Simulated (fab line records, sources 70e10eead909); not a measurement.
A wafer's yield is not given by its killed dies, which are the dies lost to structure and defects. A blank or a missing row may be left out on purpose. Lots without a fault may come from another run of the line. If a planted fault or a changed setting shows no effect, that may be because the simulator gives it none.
Matching of chambers / flow nandHarc / NHARC_A_STAIRCASE_ALD_420 on aldHk-02 has 4 sister chambers
The step deposits SiO2, target thk 20 nm, pulse time 6 s, ald cycles 200. 4 wafers are shown with their chamber, then 7 later ones without.

== EACH WAFER AND ITS CHAMBER ==
wafer=L084.1; chamber=0; heaterPowerW (W)=498
wafer=L084.5; chamber=2; heaterPowerW (W)=493
wafer=L089.1; chamber=1; heaterPowerW (W)=481
wafer=L089.2; chamber=3; heaterPowerW (W)=479

== WAFERS WHOSE CHAMBER IS MISSING ==
wafer=L089.4; heaterPowerW (W)=482
wafer=L092.1; heaterPowerW (W)=503
wafer=L092.2; heaterPowerW (W)=482
wafer=L092.3; heaterPowerW (W)=501
wafer=L096.1; heaterPowerW (W)=487
wafer=L096.2; heaterPowerW (W)=466
wafer=L096.5; heaterPowerW (W)=491

== THE CHAMBER EACH PASSED THROUGH ==
wafer=L089.4; from the rows above=can't be placed: 1 or 3 or 2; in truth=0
wafer=L092.1; from the rows above=can't be placed: 0 or 2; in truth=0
wafer=L092.2; from the rows above=can't be placed: 1 or 3 or 2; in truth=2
wafer=L092.3; from the rows above=can't be placed: 0 or 2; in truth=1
wafer=L096.1; from the rows above=can't be placed: 1 or 2 or 3 or 0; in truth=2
wafer=L096.2; from the rows above=can't be placed: 3 or 1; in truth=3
wafer=L096.5; from the rows above=can't be placed: 2 or 0 or 1 or 3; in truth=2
0 of 7 placed correctly. Not placeable from these rows: 7 (in 5, the candidates include the true chamber). Number placed wrongly: 0.
How it was worked out, from the rows above alone: a wafer's distance from a chamber is the root of the sum, over the readings, of the square of ((its reading less the chamber's mean) divided by the reading's scatter). The wafer belongs to the nearest chamber; if the next one is less than 2 further off, it can't be placed. The mean given for a chamber averages the wafers shown for that chamber. The scatter: root of mean squared gap, hidden wafer to nearest shown wafer, with one shown wafer a chamber.
